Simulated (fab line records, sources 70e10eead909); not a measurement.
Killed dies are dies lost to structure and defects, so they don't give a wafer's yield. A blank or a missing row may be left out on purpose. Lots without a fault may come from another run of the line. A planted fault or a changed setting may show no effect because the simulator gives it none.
Problem report in the 8D (eight disciplines) form, filled by code | flow nand_harc | the parts of the form that need people (team, actions taken, sign-off) are left out

1. THE PROBLEM
exposure_dose_mJ_cm2 at NHARC_A_BONDPAD_EXPOSE_06 reads a mean of 35.40 on 6 wafers of 2 lots; wafers without a fault read 37.15 with a standard deviation of 0.2. That is -8.7 standard deviations from the usual mean.
The step: exposes mask A BPAD.
First seen on wafer L821.3, day 27 21:11, on krf_scanner-04. The record holds 36 wafers of 12 lots with a number at this step. Rule for "out", or "out of limits": more than 4 standard deviations from the usual mean. The other wafers with a number count as sound.

2. WHAT IT IS AND WHAT IT IS NOT
question                    | is                     | is not
which readings at this step | exposure_dose_mJ_cm2   | -
which lots                  | L821, L826             | L811, L812, L813, L814, L815, L818, L819, L827, L828, L830
which wafers of those lots  | all that have a number | -
read on which tools         | krf_scanner-04         | krf_scanner-02, krf_scanner-03
when                        | from day 27 21:11      | up to then (21 sound wafers); but 9 sound wafers of L827, L828, L830 came after

3. SUSPECTS, AND WHAT RULES EACH OUT
Counting: a tool at a process step up to the reading stays a suspect if it ran every lot that is out and no sound lot after the first of them.
- pecvd-01 at NHARC_A_M0_PRE_CLEAN_31 (time 12 s): kept. It ran every lot that is out, first L821 (day 27 15:26), and no sound lot after that; its last sound lot up to then is L812 (day 23 18:04).
- krf_scanner-04 at NHARC_A_BONDPAD_EXPOSE_06 (exposes mask A BPAD): kept. It ran every lot that is out, first L821 (day 27 21:11), and no sound lot after that; its last sound lot up to then is L819 (day 26 22:59). Its own readings are out on those wafers: exposure_dose_mJ_cm2.
Left after counting: pecvd-01 at NHARC_A_M0_PRE_CLEAN_31, krf_scanner-04 at NHARC_A_BONDPAD_EXPOSE_06.

4. THE CAUSE (what the simulator had put in)
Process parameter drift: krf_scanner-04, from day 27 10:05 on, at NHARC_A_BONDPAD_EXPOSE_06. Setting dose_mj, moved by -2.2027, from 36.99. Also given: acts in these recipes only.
Counting left 2 suspects, and this tool is among them.

5. THE CHAIN OF EFFECTS, in route order
Each row: a reading whose mean over the struck wafers that have a number lies more than 3 standard deviations from the usual. Only readings for which the record gives a usual standard deviation are gone through. hours: the time from each lot's start at the first step in this table that gives one to its start at this step, as a median over the lots. sigmas: the change in usual standard deviations.
hours | step                      | reading              | usual | on struck wafers | change | sigmas
0     | NHARC_A_BONDPAD_EXPOSE_06 | exposure_dose_mJ_cm2 | 37.15 | 35.40            | -1.75  | -8.7
The process steps in it:
- NHARC_A_BONDPAD_EXPOSE_06: exposes mask A BPAD.

6. WHAT WOULD HAVE CAUGHT IT SOONER
In this record the first reading out of limits was taken at day 27 21:11, 11 hours after the fault began at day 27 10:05.
